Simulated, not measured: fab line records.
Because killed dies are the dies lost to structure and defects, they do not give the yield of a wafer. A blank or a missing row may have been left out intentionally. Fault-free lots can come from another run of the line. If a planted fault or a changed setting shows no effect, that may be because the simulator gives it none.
Split-lot experiment    flow n5 finfet    route with 1938 steps; 7 lots, 21 wafers read

## THE SPLIT
At N5_MOL_CONTACT_COAG_VIA_ETCH_117 (etches SiO2 in C4F6/O2, target depth 40 nm, overetch 8 nm, time 26 s), the setting bias w was moved away from the recipe's 455 W on 6 of the 21 wafers read, by -17.8% to +8.8%. The other wafers ran this setting at the recipe's value.

Reading taken at the split's own step.

## THE READING
rf vpp V, in V, at N5_MOL_CONTACT_COAG_VIA_ETCH_117 (etches SiO2 in C4F6/O2, target depth 40 nm, overetch 8 nm, time 26 s). A value of 1574 V with a standard deviation of 33 V is what fault-free wafers of this fab line usually give.

wafer   tool, chamber at the split  bias w as run, W  against the recipe  rf vpp V, V  against lot-mates on the recipe
L075.1  rie diel-06, 2              455               recipe              1634         -
L075.4  rie diel-06, 1              374               -17.8%              1376         -258
L075.6  rie diel-06, 0              374               -17.8%              1351         -283
L076.1  rie diel-04, 2              455               recipe              1553         -
L076.2  rie diel-04, 0              455               recipe              1559         -
L076.5  rie diel-04, 3              455               recipe              1570         -
L084.1  rie diel-06, 1              495               +8.8%               1696         +63
L084.5  rie diel-06, 2              455               recipe              1633         -
L084.6  rie diel-06, 3              495               +8.8%               1607         -26
L089.3  rie diel-06, 1              455               recipe              1592         -
L089.5  rie diel-06, 0              455               recipe              1565         -
L089.6  rie diel-06, 3              455               recipe              1509         -
L094.1  rie diel-05, 0              455               recipe              1638         -
L094.4  rie diel-05, 2              455               recipe              1575         -
L094.6  rie diel-05, 1              455               recipe              1569         -
L095.4  rie diel-04, 3              455               recipe              1570         -
L095.5  rie diel-04, 2              455               recipe              1551         -
L095.6  rie diel-04, 1              409.5             -10.0%              1437         -124
L097.4  rie diel-04, 1              488.5             +7.4%               1642         +82
L097.5  rie diel-04, 2              455               recipe              1550         -
L097.6  rie diel-04, 3              455               recipe              1569         -

FIT RESULTS
A straight line over all 21 wafers: rf vpp V changes by +11.3 V for each +1% of bias w; r = +0.91; the points scatter about the line by 35 V.
The same after taking each lot's own level away (the mean of its wafers on the recipe; 21 wafers): +12.2 V for each +1%; r = +0.91; scatter 39 V.
On that fit, the largest move of bias w shifts the reading by 2.2e+02 V.
The lots' own levels span 1555.3 to 1634.0 V, that is 2.4 times the standard deviation above.
The two slopes are in agreement: the lot-to-lot level therefore moves the slope only a little.
Check: with one of the wafers moved furthest among these (-17.8%) left out of the fit, the line predicts -217 V for it against its lot-mates. It came out at -258 V against them.
Tool readings at the split's step, against how far the setting was moved: rf vpp V r = +0.91.

## OTHER SPLITS ON THESE WAFERS
Note: prior to the reading, these wafers also went through further splits. Each is held against what the fit with the lots' levels taken away leaves over:
other split on the same wafers         wafers away from the commonest value  r with rf vpp V (lot level and that fit taken away)
N5_HKMG_FIN_PEB_10 peb time s          9                                     -0.43
N5_GATE_CUT_ALD_22 ald cycles          6                                     -0.07
N5_MOL_CONTACT_COAG_COAT_103 spin rpm  4                                     +0.03
N5_MOL_CONTACT_COAG_ETCH_110 bias w    8                                     +0.12

## FILE'S OWN FIT
rf vpp V changes by +12.4 V for each +1% of bias w, r = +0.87.
